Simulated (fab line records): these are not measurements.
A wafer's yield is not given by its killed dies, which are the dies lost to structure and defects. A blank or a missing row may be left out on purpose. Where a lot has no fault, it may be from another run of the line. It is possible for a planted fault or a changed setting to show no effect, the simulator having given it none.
Lot-split experiment    flow n5_finfet    39 wafers read from 7 lots, route of 1938 steps

## THE SPLIT
At N5_BEOL_M6_ALD_77 (deposits TaN, target thk 2 nm, pulse time 2 s, purge time 3 s), the setting ald_cycles was moved away from the recipe's 40 on 9 of the 39 wafers read, by +27.5% to +50.0%. For the rest of the wafers, this setting stayed at what the recipe calls for.

Reading taken at the split's own step.

## THE READING
TaN_of_BEOL_M6_ALD_77.thk_nm (the simulator's own value, which no gauge read), in nm, at N5_BEOL_M6_ALD_77 (deposits TaN, target thk 2 nm, pulse time 2 s, purge time 3 s). The file gives no usual value for it.

wafer   tool, chamber at the split  ald_cycles as run  against the recipe  TaN_of_BEOL_M6_ALD_77.thk_nm, nm  against lot-mates on the recipe
L076.1  ald_metal-03, 2,1,0         40                 recipe              2                                 -
L076.2  ald_metal-03, 2,1,0         40                 recipe              2                                 -
L076.5  ald_metal-03, 2,1,0         40                 recipe              2                                 -
L076.3  ald_metal-03, 0,3,1         60                 +50.0%              3                                 +1.0
L076.4  ald_metal-03, 0,3,1         60                 +50.0%              3                                 +1.0
L076.6  ald_metal-03, 0,3,1         60                 +50.0%              3                                 +1.0
L086.1  ald_metal-03, 2,0,2         40                 recipe              2                                 -
L086.4  ald_metal-03, 2,0,2         40                 recipe              2                                 -
L086.6  ald_metal-03, 2,0,2         40                 recipe              2                                 -
L086.2  ald_metal-03, 0,3,3         57                 +42.5%              2.8                               +0.8
L086.3  ald_metal-03, 0,3,3         57                 +42.5%              2.8                               +0.8
L086.5  ald_metal-03, 0,3,3         57                 +42.5%              2.8                               +0.8
L090.1  ald_metal-02, 3,1,0,2,1,2   40                 recipe              2                                 -
L090.2  ald_metal-02, 3,1,0,2,1,2   40                 recipe              2                                 -
L090.3  ald_metal-02, 3,1,0,2,1,2   40                 recipe              2                                 -
L090.4  ald_metal-02, 3,1,0,2,1,2   40                 recipe              2                                 -
L090.5  ald_metal-02, 3,1,0,2,1,2   40                 recipe              2                                 -
L090.6  ald_metal-02, 3,1,0,2,1,2   40                 recipe              2                                 -
L091.1  ald_metal-02, 2,3,0,1,1,0   40                 recipe              2                                 -
L091.2  ald_metal-02, 2,3,0,1,1,0   40                 recipe              2                                 -
L091.3  ald_metal-02, 2,3,0,1,1,0   40                 recipe              2                                 -
L091.4  ald_metal-02, 2,3,0,1,1,0   40                 recipe              2                                 -
L091.5  ald_metal-02, 2,3,0,1,1,0   40                 recipe              2                                 -
L091.6  ald_metal-02, 2,3,0,1,1,0   40                 recipe              2                                 -
L094.1  ald_metal-04, 3,2,1,0,0,1   40                 recipe              2                                 -
L094.2  ald_metal-04, 3,2,1,0,0,1   40                 recipe              2                                 -
L094.3  ald_metal-04, 3,2,1,0,0,1   40                 recipe              2                                 -
L094.4  ald_metal-04, 3,2,1,0,0,1   40                 recipe              2                                 -
L094.5  ald_metal-04, 3,2,1,0,0,1   40                 recipe              2                                 -
L094.6  ald_metal-04, 3,2,1,0,0,1   40                 recipe              2                                 -
L095.1  ald_metal-03, 1,0,1         40                 recipe              2                                 -
L095.3  ald_metal-03, 1,0,1         40                 recipe              2                                 -
L095.5  ald_metal-03, 1,0,1         40                 recipe              2                                 -
L095.2  ald_metal-03, 3,2,0         51                 +27.5%              2.6                               +0.6
L095.4  ald_metal-03, 3,2,0         51                 +27.5%              2.6                               +0.6
L095.6  ald_metal-03, 3,2,0         51                 +27.5%              2.6                               +0.6
L096.1  ald_metal-03, 0,3,0         40                 recipe              2                                 -
L096.4  ald_metal-03, 0,3,0         40                 recipe              2                                 -
L096.5  ald_metal-03, 0,3,0         40                 recipe              2                                 -
If several chambers appear in one row, that row covers several wafers at once and the file leaves open which wafer was in which chamber.

FIT RESULTS
A straight line over all 39 wafers: TaN_of_BEOL_M6_ALD_77.thk_nm changes by +0.0198 nm for each +1% of ald_cycles; r = +1.00; the points scatter about the line by 0.02 nm.
The same after taking each lot's own level away (the mean of its wafers on the recipe; 39 wafers): +0.0198 nm for each +1%; r = +1.00; scatter 0.02 nm.
Per that fit: largest ald_cycles move, reading shift of 0.99 nm.
The lots' own levels span 2.00 to 2.00 nm.
The two slopes agree, so the slope changes little with the lot-to-lot level.
Check: +0.991 nm against its lot-mates is what the line predicts for one of the wafers moved furthest among these (+50.0%) when that wafer is left out of the fit. Against them it came out at +1 nm.

## FURTHER SPLITS ON THESE WAFERS
Other splits were also applied to these wafers ahead of the reading. Each is held against what the fit with the lots' levels taken away leaves over:
other split on the same wafers                  wafers away from the commonest value  r with TaN_of_BEOL_M6_ALD_77.thk_nm (lot level and that fit taken away)
N5_ZERO_LAYER_PECVD_02 time_s                   18                                    -0.20
N5_FIN_SAQP_HM_DEP_72 target_thk_a              15                                    -0.03
N5_SD_EPI_N_ETCH_16 target_depth_a              12                                    -0.22
N5_MOL_CONTACT_COAG_VIA_ETCH_46 target_depth_a  18                                    +0.19
N5_BEOL_M1_TRENCH_ETCH_37 time_s                12                                    -0.06
N5_BEOL_M5_DEP_56 target_thk_a                  12                                    -0.05

## THE FILE'S OWN FIT
TaN_of_BEOL_M6_ALD_77.thk_nm changes by +0.0199 nm for each +1% of ald_cycles, r = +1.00.
